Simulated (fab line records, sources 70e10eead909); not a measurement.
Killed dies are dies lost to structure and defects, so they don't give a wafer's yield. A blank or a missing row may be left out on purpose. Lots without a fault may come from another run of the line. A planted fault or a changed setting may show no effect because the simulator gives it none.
Which tool did it? | flow nand_harc | 12 lots, 36 wafers sampled, at 5 steps of a route of 1302

WHAT THE GAUGES READ, wafer by wafer
NHARC_A_CHANNEL_HOLE_D1_CD_MEAS_30. Usual: cd_nm 90.9 nm, standard deviation 1.8.
lot  | measured     | on        | cd_nm (nm)     | flag
L889 | day 8 21:49  | cd_sem-01 | 91.3 89.7 92.6 |
L890 | day 9 00:31  | cd_sem-02 | 89.7 92.9 91.9 |
L895 | day 11 13:08 | cd_sem-01 | 92.4 92.8 90.3 |
L898 | day 12 10:46 | cd_sem-01 | 93.2 91.7 91.0 |
L903 | day 14 20:43 | cd_sem-02 | 90.6 94.4 89.4 |
L902 | day 15 01:37 | cd_sem-03 | 89.5 90.0 89.5 |
L905 | day 15 09:17 | cd_sem-01 | 91.2 90.8 92.0 |
L906 | day 15 20:41 | cd_sem-02 | 92.9 92.3 91.4 |
L907 | day 16 07:56 | cd_sem-02 | 90.0 89.8 89.6 |
L908 | day 17 16:20 | cd_sem-02 | 86.9 90.2 90.9 |
L910 | day 17 19:52 | cd_sem-01 | 89.5 88.7 89.5 |
L911 | day 18 08:01 | cd_sem-03 | 95.1 91.5 92.1 |

NHARC_END_SORT_01. Usual: killed_at_array 45, standard deviation 18; killed_at_other 0.9, standard deviation 1.3; killed_at_periphery 3.7, standard deviation 2.2; killed_dies 50, standard deviation 18; killed_open 3.2, standard deviation 1.9; killed_short 2.4, standard deviation 1.6.
lot  | measured     | on        | killed_at_array | killed_at_other | killed_at_periphery | killed_dies | killed_open | killed_short | flag
L902 | day 30 15:31 | prober-02 | 67 40 56        | 1 0 0           | 4 5 5               | 72 45 61    | 4 3 2       | 1 2 2        |
L906 | day 32 01:02 | prober-02 | 52 43 24        | 0 0 1           | 7 4 4               | 59 47 29    | 3 4 0       | 4 2 2        |
L907 | day 33 04:34 | prober-01 | 25 23 32        | 1 1 3           | 3 6 4               | 29 30 39    | 2 3 4       | 1 3 4        |
L908 | day 32 22:50 | prober-02 | 63 51 61        | 3 1 1           | 1 5 2               | 67 57 64    | 2 4 5       | 0 3 2        |

WHICH TOOL RAN EACH LOT (tool, then ch and the chambers of the sampled wafers, then the start)
lot  | NHARC_A_CHANNEL_HOLE_D1_ETCH_23  | NHARC_A_CHANNEL_HOLE_D1_ETCH_25  | NHARC_A_CHANNEL_FILL_D1_ALD_16
L889 | har_etch-02 ch 0,1, day 8 17:44  | har_etch-02 ch 0,1, day 8 19:11  | ald_hk-02 ch 1,2, day 9 10:21
L890 | har_etch-01 ch 0,1, day 8 20:26  | har_etch-01 ch 0,1, day 8 21:54  | ald_hk-03 ch 0,3, day 9 10:21
L895 | har_etch-02 ch 0,1, day 11 08:53 | har_etch-02 ch 0,1, day 11 10:20 | ald_hk-03 ch 0,1,3, day 12 02:24
L898 | har_etch-01 ch 0,1, day 12 06:40 | har_etch-01 ch 0,1, day 12 08:08 | ald_hk-03 ch 0,1,3, day 13 00:56
L903 | har_etch-01 ch 0,1, day 14 16:51 | har_etch-01 ch 0,1, day 14 18:23 | ald_hk-02 ch 0,1,3, day 15 09:26
L902 | har_etch-02 ch 0,1, day 14 21:23 | har_etch-02 ch 0,1, day 14 22:51 | ald_hk-02 ch 1,2, day 15 14:26
L905 | har_etch-01 ch 0,1, day 15 05:12 | har_etch-01 ch 0,1, day 15 06:40 | ald_hk-01 ch 0,1,3, day 15 22:19
L906 | har_etch-02 ch 0,1, day 15 16:43 | har_etch-02 ch 0,1, day 15 18:12 | ald_hk-03 ch 0,1,3, day 16 12:16
L907 | har_etch-01 ch 0,1, day 16 04:12 | har_etch-01 ch 0,1, day 16 05:45 | ald_hk-01 ch 0,3, day 16 20:31
L908 | har_etch-01 ch 0, day 17 12:14   | har_etch-01 ch 0, day 17 13:45   | ald_hk-02 ch 0,1, day 18 04:16
L910 | har_etch-02 ch 0,1, day 17 15:48 | har_etch-02 ch 0,1, day 17 17:16 | ald_hk-02 ch 0,2,3, day 18 08:29
L911 | har_etch-02 ch 0,1, day 18 04:10 | har_etch-02 ch 0,1, day 18 05:41 | ald_hk-01 ch 0,3, day 18 20:34
- NHARC_A_CHANNEL_HOLE_D1_ETCH_23: etches the open film in C4F8/O2/Ar, time 819 s, target depth 1600 nm.
- NHARC_A_CHANNEL_HOLE_D1_ETCH_25: etches the open film in C4F8/O2/Ar, time 1040.2 s, target depth 1500 nm.
- NHARC_A_CHANNEL_FILL_D1_ALD_16: deposits SiO2, target thk 1.5 nm, pulse time 10 s, ald cycles 15.

WHAT THE TOOLS THEMSELVES READ (means of the sampled wafers that have a number; where no wafer has one, the mark that the record gives instead)
NHARC_A_CHANNEL_HOLE_D1_ETCH_23. Usual: drypump_motor_current_A 5.75 A, standard deviation 0.22; o2_flow_sccm 35.71 sccm, standard deviation 0.095; showerhead_plenum_p_Torr 3.61 Torr, standard deviation 0.15; throttle_valve_pct 32.156 %, standard deviation 0.0089.
lot  | tool        | drypump_motor_current_A (A) | o2_flow_sccm (sccm) | showerhead_plenum_p_Torr (Torr) | throttle_valve_pct (%) | flag
L889 | har_etch-02 | 5.95                        | 35.65               | 3.49                            | 32.159                 |
L890 | har_etch-01 | 5.65                        | 35.62               | 3.68                            | 32.158                 |
L895 | har_etch-02 | 5.77                        | 35.79               | 3.48                            | 32.153                 |
L898 | har_etch-01 | 5.66                        | 35.67               | 3.65                            | 32.154                 |
L903 | har_etch-01 | 5.67                        | 35.74               | 3.59                            | 32.154                 |
L902 | har_etch-02 | 5.95                        | 35.74               | 3.45                            | 32.148                 |
L905 | har_etch-01 | 5.67                        | 35.70               | 3.58                            | 32.156                 |
L906 | har_etch-02 | 5.96                        | 35.79               | 3.45                            | 32.159                 |
L907 | har_etch-01 | 5.65                        | 35.67               | 3.63                            | 32.158                 |
L908 | har_etch-01 | 5.61                        | 35.80               | 3.66                            | 32.160                 |
L910 | har_etch-02 | 5.77                        | 35.66               | 3.93                            | 32.156                 |
L911 | har_etch-02 | 5.78                        | 35.80               | 3.92                            | 32.166                 |

NHARC_A_CHANNEL_HOLE_D1_ETCH_25. Usual: drypump_motor_current_A 5.75 A, standard deviation 0.22; o2_flow_sccm 31.20 sccm, standard deviation 0.096; showerhead_plenum_p_Torr 3.61 Torr, standard deviation 0.15; throttle_valve_pct 32.235 %, standard deviation 0.0094.
lot  | tool        | drypump_motor_current_A (A) | o2_flow_sccm (sccm) | showerhead_plenum_p_Torr (Torr) | throttle_valve_pct (%) | flag
L889 | har_etch-02 | 5.96                        | 31.19               | 3.49                            | 32.231                 |
L890 | har_etch-01 | 5.64                        | 31.21               | 3.67                            | 32.246                 |
L895 | har_etch-02 | 5.78                        | 31.16               | 3.48                            | 32.230                 |
L898 | har_etch-01 | 5.65                        | 31.23               | 3.65                            | 32.231                 |
L903 | har_etch-01 | 5.68                        | 31.33               | 3.58                            | 32.246                 |
L902 | har_etch-02 | 5.95                        | 31.25               | 3.45                            | 32.234                 |
L905 | har_etch-01 | 5.67                        | 31.26               | 3.58                            | 32.240                 |
L906 | har_etch-02 | 5.93                        | 31.18               | 3.45                            | 32.237                 |
L907 | har_etch-01 | 5.64                        | 31.17               | 3.62                            | 32.238                 |
L908 | har_etch-01 | 5.61                        | 31.35               | 3.66                            | 32.237                 |
L910 | har_etch-02 | 5.78                        | 31.17               | 3.92                            | 32.237                 |
L911 | har_etch-02 | 5.77                        | 31.05               | 3.92                            | 32.240                 |

NHARC_A_CHANNEL_FILL_D1_ALD_16. Usual: heater_power_w 442 W, standard deviation 53; precursor_pulse_height_rel 1.002, standard deviation 0.02.
lot  | tool      | heater_power_w (W) | precursor_pulse_height_rel | flag
L889 | ald_hk-02 | 430                | 1.000                      |
L890 | ald_hk-03 | 477                | 1.012                      |
L895 | ald_hk-03 | 470                | 0.994                      |
L898 | ald_hk-03 | 466                | 1.015                      |
L903 | ald_hk-02 | 427                | 1.006                      |
L902 | ald_hk-02 | 423                | 0.998                      |
L905 | ald_hk-01 | 457                | 0.990                      |
L906 | ald_hk-03 | 470                | 0.999                      |
L907 | ald_hk-01 | 516                | 0.984                      |
L908 | ald_hk-02 | 422                | 0.988                      |
L910 | ald_hk-02 | 417                | 1.000                      |
L911 | ald_hk-01 | 460                | 1.007                      |

THE ANSWER, worked out from the rows above alone
Rule: a lot is off if the mean of its wafers that have a number lies more than 3 standard deviations from the usual mean. A lot without any number at a reading at which 4 lots or more have one is off too. The other lots that the step has rows for count as sound. The gauges are gone through in route order, then the tools' own readings, and for those a lot's mean is taken as printed above. The first step at which some lot is off is used, and at that step the reading that is off furthest; a lot without a number counts as furthest.
No lot is off at any reading shown: from this, nothing can be told.

WHAT THE SIMULATOR HAD PUT IN
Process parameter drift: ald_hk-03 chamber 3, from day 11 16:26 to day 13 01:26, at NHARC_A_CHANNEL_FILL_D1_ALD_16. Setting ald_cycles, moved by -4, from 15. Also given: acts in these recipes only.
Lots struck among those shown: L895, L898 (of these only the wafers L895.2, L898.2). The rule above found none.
